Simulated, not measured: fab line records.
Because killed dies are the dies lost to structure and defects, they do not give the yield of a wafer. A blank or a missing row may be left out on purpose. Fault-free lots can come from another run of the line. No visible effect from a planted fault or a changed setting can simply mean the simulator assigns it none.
Split-lot study || flow n5_finfet || 21 wafers read from 7 lots, route of 1938 steps

## ON THE SPLIT
At N5_BEOL_M14_ILD_DEP_00 (deposits SiO2 from TEOS/O2, target thk 1119.3 nm, time 237.4 s), the setting temp_c was moved away from the recipe's 400 C on 7 of the 21 wafers read, by -1.7% to +1.7%. The other wafers ran this setting at the recipe's value.

No step appears in the file between the split and the reading.

## THE READING
M14_ILD_THK at N5_BEOL_M14_THK_MEAS_01, in nm. A value of 1118 nm with a standard deviation of 17 nm is what fault-free wafers of this fab line usually give.

{"wafer": "L076.4", "tool, chamber at the split": "pecvd-02, 2", "temp_c as run, C": 400, "against the recipe": "recipe", "M14_ILD_THK, nm": 1128, "against lot-mates on the recipe": "-"}
{"wafer": "L076.5", "tool, chamber at the split": "pecvd-02, 1", "temp_c as run, C": 400, "against the recipe": "recipe", "M14_ILD_THK, nm": 1128, "against lot-mates on the recipe": "-"}
{"wafer": "L076.6", "tool, chamber at the split": "pecvd-02, 2", "temp_c as run, C": 400, "against the recipe": "recipe", "M14_ILD_THK, nm": 1145, "against lot-mates on the recipe": "-"}
{"wafer": "L077.1", "tool, chamber at the split": "pecvd-01, 0", "temp_c as run, C": 393.8, "against the recipe": "-1.5%", "M14_ILD_THK, nm": 1187, "against lot-mates on the recipe": "no lot-mate on the recipe"}
{"wafer": "L077.2", "tool, chamber at the split": "pecvd-01, 2", "temp_c as run, C": 393.8, "against the recipe": "-1.5%", "M14_ILD_THK, nm": 1172, "against lot-mates on the recipe": "no lot-mate on the recipe"}
{"wafer": "L077.6", "tool, chamber at the split": "pecvd-01, 0", "temp_c as run, C": 393.8, "against the recipe": "-1.5%", "M14_ILD_THK, nm": 1209, "against lot-mates on the recipe": "no lot-mate on the recipe"}
{"wafer": "L084.1", "tool, chamber at the split": "pecvd-02, 2", "temp_c as run, C": 400, "against the recipe": "recipe", "M14_ILD_THK, nm": 1107, "against lot-mates on the recipe": "-"}
{"wafer": "L084.2", "tool, chamber at the split": "pecvd-02, 0", "temp_c as run, C": 400, "against the recipe": "recipe", "M14_ILD_THK, nm": 1103, "against lot-mates on the recipe": "-"}
{"wafer": "L084.3", "tool, chamber at the split": "pecvd-02, 1", "temp_c as run, C": 400, "against the recipe": "recipe", "M14_ILD_THK, nm": 1089, "against lot-mates on the recipe": "-"}
{"wafer": "L085.3", "tool, chamber at the split": "pecvd-01, 1", "temp_c as run, C": 400, "against the recipe": "recipe", "M14_ILD_THK, nm": 1129, "against lot-mates on the recipe": "-"}
{"wafer": "L085.5", "tool, chamber at the split": "pecvd-01, 1", "temp_c as run, C": 400, "against the recipe": "recipe", "M14_ILD_THK, nm": 1128, "against lot-mates on the recipe": "-"}
{"wafer": "L085.6", "tool, chamber at the split": "pecvd-01, 0", "temp_c as run, C": 406.9, "against the recipe": "+1.7%", "M14_ILD_THK, nm": 1085, "against lot-mates on the recipe": -44}
{"wafer": "L090.1", "tool, chamber at the split": "pecvd-02, 2", "temp_c as run, C": 400, "against the recipe": "recipe", "M14_ILD_THK, nm": 1104, "against lot-mates on the recipe": "-"}
{"wafer": "L090.2", "tool, chamber at the split": "pecvd-02, 1", "temp_c as run, C": 400, "against the recipe": "recipe", "M14_ILD_THK, nm": 1091, "against lot-mates on the recipe": "-"}
{"wafer": "L090.4", "tool, chamber at the split": "pecvd-02, 1", "temp_c as run, C": 400, "against the recipe": "recipe", "M14_ILD_THK, nm": 1104, "against lot-mates on the recipe": "-"}
{"wafer": "L093.3", "tool, chamber at the split": "pecvd-02, 0", "temp_c as run, C": 400, "against the recipe": "recipe", "M14_ILD_THK, nm": 1119, "against lot-mates on the recipe": "-"}
{"wafer": "L093.5", "tool, chamber at the split": "pecvd-02, 1", "temp_c as run, C": 393.3, "against the recipe": "-1.7%", "M14_ILD_THK, nm": 1188, "against lot-mates on the recipe": "+69"}
{"wafer": "L093.6", "tool, chamber at the split": "pecvd-02, 0", "temp_c as run, C": 393.3, "against the recipe": "-1.7%", "M14_ILD_THK, nm": 1169, "against lot-mates on the recipe": "+50"}
{"wafer": "L097.1", "tool, chamber at the split": "pecvd-02, 0", "temp_c as run, C": 403.8, "against the recipe": "+1.0%", "M14_ILD_THK, nm": 1081, "against lot-mates on the recipe": -48}
{"wafer": "L097.2", "tool, chamber at the split": "pecvd-02, 2", "temp_c as run, C": 400, "against the recipe": "recipe", "M14_ILD_THK, nm": 1127, "against lot-mates on the recipe": "-"}
{"wafer": "L097.5", "tool, chamber at the split": "pecvd-02, 0", "temp_c as run, C": 400, "against the recipe": "recipe", "M14_ILD_THK, nm": 1132, "against lot-mates on the recipe": "-"}

FIT RESULTS
A straight line over all 21 wafers: M14_ILD_THK changes by -36.7 nm for each +1% of temp_c; r = -0.88; the points scatter about the line by 18 nm.
The same after taking each lot's own level away (the mean of its wafers on the recipe; 18 wafers): -33.8 nm for each +1%; r = -0.95; scatter 8.6 nm.
The reading moves by 58 nm for the largest change in temp_c, on that fit.
The span of the lots' own levels, 1099.7 to 1133.7 nm, comes to 2.0 times the standard deviation stated above.
The two slopes are in agreement: the lot-to-lot level therefore moves the slope only a little.
Check: -67 nm against its lot-mates is what the line predicts for one of the wafers moved furthest among these (+1.7%) when that wafer is left out of the fit. It came out at -43.5 nm against them.

## THESE WAFERS: OTHER SPLITS
Note: prior to the reading, these wafers also went through further splits. Each is held against what the fit with the lots' levels taken away leaves over:
{"other split on the same wafers": "N5_BEOL_M13_EXPOSE_25 dose_mj", "wafers away from the commonest value": 8, "r with M14_ILD_THK (lot level and that fit taken away)": -0.09}
{"other split on the same wafers": "N5_BEOL_M13_DEVELOP_27 develop_time_s", "wafers away from the commonest value": 4, "r with M14_ILD_THK (lot level and that fit taken away)": -0.04}

## THE WHOLE CHAIN: every reading that the file lists as answering this split, in the file's order
{"step": "N5_BEOL_M14_ILD_DEP_00", "what it does": "deposits SiO2 from TEOS/O2, target thk 1119.3 nm, time 237.4 s", "reading": "SiO2_of_BEOL_M14_ILD_DEP_00.thk_nm (the simulator's own value, which no gauge read)", "change (the file's fit)": "-33.2 nm for each +1% of the setting", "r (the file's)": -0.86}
{"step": "N5_BEOL_M14_THK_MEAS_01", "what it does": "", "reading": "M14_ILD_THK", "change (the file's fit)": "-32.9 for each +1% of the setting", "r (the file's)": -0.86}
{"step": "N5_BEOL_M14_VIA_ETCH_16", "what it does": "etches SiO2 in C4F8/O2/Ar, target depth 1231.3 nm", "reading": "etch.depth_nm (the simulator's own value, which no gauge read)", "change (the file's fit)": "-33.2 nm for each +1% of the setting", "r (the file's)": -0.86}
{"step": "N5_BEOL_M14_VIA_ETCH_16", "what it does": "etches SiO2 in C4F8/O2/Ar, target depth 1231.3 nm", "reading": "coat_of_BEOL_M14_COAT_04.thk_nm (the simulator's own value, which no gauge read)", "change (the file's fit)": "+8.24 nm for each +1% of the setting", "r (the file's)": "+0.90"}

## THE FILE'S OWN FIT
M14_ILD_THK changes by -32.9 nm for each +1% of temp_c, r = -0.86.
